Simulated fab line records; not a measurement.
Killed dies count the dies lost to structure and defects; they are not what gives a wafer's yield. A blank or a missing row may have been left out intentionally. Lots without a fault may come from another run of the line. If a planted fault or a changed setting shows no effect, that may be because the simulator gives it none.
Split-lot study + flow n5Finfet + 21 wafers read across 7 lots, on a route 1938 steps long

== THE SPLIT ==
At N5_ZERO_LAYER_COAT_05 (resist thk 1000 nm), the setting spinRpm was moved away from the recipe's 1500 rpm on 2 of the 21 wafers read, by -4.3% to +5.1%. For the rest of the wafers, this setting stayed at what the recipe calls for.

== FROM THE SPLIT TO THE READING: what the file shows between them, 4 steps ==
- N5_ZERO_LAYER_EBR_07
- N5_ZERO_LAYER_SOFTBAKE_06: time 90 s
- N5_ZERO_LAYER_DESCUM_16: chemistry O2, time 7.9 s
- N5_ZERO_LAYER_ETCH_17: etches SiO2 in CF4, target depth 12 nm, time 13.3 s

== THE READING ==
coat_of_ZERO_LAYER_COAT_05.thkNm (the simulator's own value, which no gauge read), in nm, at N5_ZERO_LAYER_ETCH_18 (etches Si in HBr/Cl2, target depth 120 nm, time 40 s). The file does not state a usual value for it. The 19 wafers here that ran the recipe average 931.5 nm, standard deviation 3.4 nm.

| wafer  | tool, chamber at the split | spinRpm as run, rpm | against the recipe | coat_of_ZERO_LAYER_COAT_05.thkNm, nm | against lot-mates on the recipe |
|--------|----------------------------|---------------------|--------------------|--------------------------------------|---------------------------------|
| L075.2 | lithoTrack-01, 0           | 1577                | +5.1%              | 907.7                                | -26.6                           |
| L075.5 | lithoTrack-01, 0           | 1500                | recipe             | 934.4                                | -                               |
| L075.6 | lithoTrack-01, 0           | 1500                | recipe             | 934.2                                | -                               |
| L080.1 | lithoTrack-01, 0           | 1500                | recipe             | 930.9                                | -                               |
| L080.2 | lithoTrack-01, 0           | 1500                | recipe             | 934.6                                | -                               |
| L080.3 | lithoTrack-01, 0           | 1500                | recipe             | 932.9                                | -                               |
| L083.1 | lithoTrack-05, 0           | 1500                | recipe             | 928.3                                | -                               |
| L083.4 | lithoTrack-05, 0           | 1500                | recipe             | 926.6                                | -                               |
| L083.6 | lithoTrack-05, 0           | 1436                | -4.3%              | 951.7                                | +24.2                           |
| L086.2 | lithoTrack-01, 0           | 1500                | recipe             | 930.5                                | -                               |
| L086.3 | lithoTrack-01, 0           | 1500                | recipe             | 929.2                                | -                               |
| L086.4 | lithoTrack-01, 0           | 1500                | recipe             | 932.1                                | -                               |
| L087.2 | lithoTrack-04, 0           | 1500                | recipe             | 938.5                                | -                               |
| L087.3 | lithoTrack-04, 0           | 1500                | recipe             | 934.8                                | -                               |
| L087.4 | lithoTrack-04, 0           | 1500                | recipe             | 932.7                                | -                               |
| L088.1 | lithoTrack-04, 0           | 1500                | recipe             | 929.9                                | -                               |
| L088.4 | lithoTrack-04, 0           | 1500                | recipe             | 933.6                                | -                               |
| L088.5 | lithoTrack-04, 0           | 1500                | recipe             | 934.4                                | -                               |
| L096.2 | lithoTrack-05, 0           | 1500                | recipe             | 924.5                                | -                               |
| L096.4 | lithoTrack-05, 0           | 1500                | recipe             | 927.2                                | -                               |
| L096.6 | lithoTrack-05, 0           | 1500                | recipe             | 929.8                                | -                               |

THE FIT
A straight line over all 21 wafers: coat_of_ZERO_LAYER_COAT_05.thkNm changes by -4.68 nm for each +1% of spinRpm; r = -0.90; the points scatter about the line by 3.4 nm.
The same after taking each lot's own level away (the mean of its wafers on the recipe; 21 wafers): -5.39 nm for each +1%; r = -0.98; scatter 1.7 nm.
According to that fit, moving spinRpm by its largest amount changes the reading by 28 nm.
From 927.17 to 935.33 nm: that is the span of the lots' own levels, equal to 2.4 times the standard deviation above.
So the slope is not independent of the lot-to-lot level: the two fits are not the same.
Check: -29.2 nm against its lot-mates is what the line predicts for one of the wafers moved furthest among these (+5.1%) when that wafer is left out of the fit. Against them it came out at -26.6 nm.

== FURTHER SPLITS ON THESE WAFERS ==
Before the reading, these wafers also passed through other splits. Each is held against what the fit with the lots' levels taken away leaves over:
| other split on the same wafers | wafers away from the commonest value | r with coat_of_ZERO_LAYER_COAT_05.thkNm (lot level and that fit taken away) |
|--------------------------------|--------------------------------------|-----------------------------------------------------------------------------|
| N5_ZERO_LAYER_PECVD_02 timeS   | 4                                    | -0.18                                                                       |

== THE WHOLE CHAIN: every reading that the file lists as answering this split, in the file's order ==
| step                   | what it does                                         | reading                                                                           | change (the file's fit)              | r (the file's) |
|------------------------|------------------------------------------------------|-----------------------------------------------------------------------------------|--------------------------------------|----------------|
| N5_ZERO_LAYER_COAT_05  | resist thk 1000 nm                                   | coat_of_ZERO_LAYER_COAT_05.thkNm (the simulator's own value, which no gauge read) | -5.23 nm for each +1% of the setting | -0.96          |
| N5_ZERO_LAYER_ETCH_18  | etches Si in HBr/Cl2, target depth 120 nm, time 40 s | coat_of_ZERO_LAYER_COAT_05.thkNm (the simulator's own value, which no gauge read) | -5.4 nm for each +1% of the setting  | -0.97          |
| N5_ZERO_LAYER_STRIP_24 | strips in O2                                         | stripTimeToEndpointS                                                              | withheld for each +1% of the setting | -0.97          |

== THE FILE'S OWN FIT ==
coat_of_ZERO_LAYER_COAT_05.thkNm changes by -5.4 nm for each +1% of spinRpm, r = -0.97.
